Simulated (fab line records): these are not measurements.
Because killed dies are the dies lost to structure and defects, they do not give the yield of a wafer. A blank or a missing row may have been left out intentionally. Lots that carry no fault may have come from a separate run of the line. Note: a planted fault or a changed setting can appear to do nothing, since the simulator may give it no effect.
Split-lot trial    flow n5_finfet    21 wafers read from 7 lots, route of 1938 steps

== THE SPLIT ==
At N5_BEOL_M2_EXPOSE_25 (exposes mask V1, defocus 5 nm), the setting dose_mj was moved away from the recipe's 63 on 8 of the 21 wafers read, by -4.9% to +7.3%. This setting was run at the recipe's value on the other wafers.

== FROM THE SPLIT TO THE READING: what the file shows between them, 2 steps ==
- N5_BEOL_M2_PEB_26: peb time 60 s
- N5_BEOL_M2_DEVELOP_27: develop time 30 s

== THE READING ==
cd_nm, in nm, at N5_BEOL_M2_CD_MEAS_28 (target cd 26.2 nm, target cd y 24.1 nm). On this fab line, fault-free wafers typically give 26.15 nm with a standard deviation of 0.24 nm.

wafer   tool, chamber at the split  dose_mj as run  against the recipe  cd_nm, nm  against lot-mates on the recipe
L079.4  euv_scanner-02, 0           63              recipe              26.14      -
L079.5  euv_scanner-02, 0           63              recipe              26.17      -
L079.6  euv_scanner-02, 0           65.5            +4.0%               27.07      +0.91
L089.1  euv_scanner-02, 0           63              recipe              26.37      -
L089.2  euv_scanner-02, 0           63              recipe              26.00      -
L089.3  euv_scanner-02, 0           67.59           +7.3%               27.39      +1.20
L090.1  euv_scanner-02, 0           67.19           +6.7%               27.61      +1.27
L090.2  euv_scanner-02, 0           63              recipe              26.42      -
L090.3  euv_scanner-02, 0           63              recipe              26.25      -
L092.1  euv_scanner-01, 0           63              recipe              26.16      -
L092.2  euv_scanner-01, 0           60.8            -3.5%               25.73      -0.47
L092.4  euv_scanner-01, 0           63              recipe              26.24      -
L091.2  euv_scanner-01, 0           63              recipe              26.21      -
L091.4  euv_scanner-01, 0           63              recipe              25.68      -
L091.6  euv_scanner-01, 0           63              recipe              26.38      -
L093.3  euv_scanner-01, 0           63              recipe              26.09      -
L093.5  euv_scanner-01, 0           59.93           -4.9%               24.90      -1.19
L093.6  euv_scanner-01, 0           59.93           -4.9%               25.43      -0.66
L095.2  euv_scanner-02, 0           64.36           +2.2%               26.40      +0.21
L095.3  euv_scanner-02, 0           64.36           +2.2%               26.62      +0.43
L095.4  euv_scanner-02, 0           63              recipe              26.19      -

FIT RESULTS
A straight line over all 21 wafers: cd_nm changes by +0.191 nm for each +1% of dose_mj; r = +0.95; the points scatter about the line by 0.2 nm.
The same after taking each lot's own level away (the mean of its wafers on the recipe; 21 wafers): +0.181 nm for each +1%; r = +0.95; scatter 0.18 nm.
Per that fit: largest dose_mj move, reading shift of 1.3 nm.
The span of the lots' own levels, 26.090 to 26.335 nm, comes to 1.0 times the standard deviation stated above.
The two slopes are in agreement: the lot-to-lot level therefore moves the slope only a little.
Check: for one of the wafers moved furthest among these (+7.3%), held out of the fit, the line's prediction against its lot-mates is +1.37 nm. It came out at +1.2 nm against them.

== OTHER SPLITS APPLIED TO THESE WAFERS ==
Before the reading, these wafers also passed through other splits. Each is held against what the fit with the lots' levels taken away leaves over:
other split on the same wafers    wafers away from the commonest value  r with cd_nm (lot level and that fit taken away)
N5_BEOL_M0_SAQP_ETCH_88 source_w  7                                     -0.12
N5_BEOL_M1_COAT_73 spin_rpm       5                                     +0.24
N5_BEOL_M1_EXPOSE_08 dose_mj      8                                     +0.01

== THE FILE'S OWN FIT ==
cd_nm changes by +0.181 nm for each +1% of dose_mj, r = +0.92.
